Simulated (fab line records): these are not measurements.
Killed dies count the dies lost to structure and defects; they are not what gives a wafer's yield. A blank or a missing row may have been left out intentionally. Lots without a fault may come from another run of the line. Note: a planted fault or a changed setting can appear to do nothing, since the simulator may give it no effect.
Problem report, 8D (eight disciplines) form, completed by code | flow n5_finfet | the parts of the form that need people (team, actions taken, sign-off) are left out

== 1. WHAT IS WRONG ==
Mean of spin_speed_rpm at N5_BEOL_M6_COAT_22: 1526.6 rpm across 6 wafers in 2 lots; on wafers with no fault it is 1499.8 rpm (standard deviation 0.96). That is +28 standard deviations from the usual mean.
The step: resist thk 30 nm.
Seen first at day 11 16:55 on litho_track-02, wafer L351.1. The record holds 18 wafers of 6 lots with a number at this step. The rule behind "out" and "out of limits": a value lying over 4 standard deviations away from the usual mean. The rest of the wafers with a number are treated as sound.

== 2. WHAT IT IS; WHAT IT IS NOT ==
question                    | is                     | is not
which readings at this step | spin_speed_rpm         | -
which lots                  | L351, L356             | L355, L363, L364, L365
which wafers of those lots  | all that have a number | -
read on which tools         | litho_track-02         | litho_track-03, litho_track-04
when                        | from day 11 16:55      | up to then (0 sound wafers); but 12 sound wafers of L355, L363, L364, L365 came after

== 3. SUSPECTS, AND WHAT RULES EACH OUT ==
Counting: a tool stays on the suspect list if, at a process step up to the reading, it processed all lots that are out and no sound lot following the first of them.
- rie_diel-03 at N5_BEOL_M6_STRIP_19 (strips in O2): ruled out as a lasting fault. Sound lots L355, L363, L365 ran on it after its first lot that is out, L351 (day 11 15:15).
- litho_track-02 at N5_BEOL_M6_COAT_22 (resist thk 30 nm): ruled out as a lasting fault. Sound lots L365 ran on it after its first lot that is out, L351 (day 11 16:55).
Left after counting: nothing in the record.

== 4. THE CAUSE (what the simulator had put in) ==
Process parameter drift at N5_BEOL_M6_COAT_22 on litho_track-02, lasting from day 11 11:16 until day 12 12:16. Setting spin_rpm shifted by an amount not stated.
Counting ruled it out, wrongly.

== 5. SEQUENCE OF EFFECTS, ordered by route ==
Each row: a reading whose mean over the struck wafers that have a number lies more than 3 standard deviations from the usual. Only readings for which the record gives a usual standard deviation are gone through. hours: the time from each lot's start at the first step in this table that gives one to its start at this step, as a median over the lots. sigmas: the change in usual standard deviations.
hours | step               | reading        | usual      | on struck wafers | change | sigmas
0     | N5_BEOL_M6_COAT_22 | spin_speed_rpm | 1499.8 rpm | 1526.6           | +26.8  | +28
It contains these process steps:
- N5_BEOL_M6_COAT_22: resist thk 30 nm.
Later steps that measure or inspect, where all struck wafers having a row at the step show a number for every such reading and not one has moved that far: N5_BEOL_M6_CD_MEAS_28, N5_BEOL_M6_OVL_MEAS_29, N5_BEOL_M6_INSPECT_30.

== 6. HOW IT WOULD HAVE BEEN CAUGHT EARLIER ==
First out-of-limits reading in this record: day 11 16:55, which is 6 hours after fault onset at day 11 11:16.
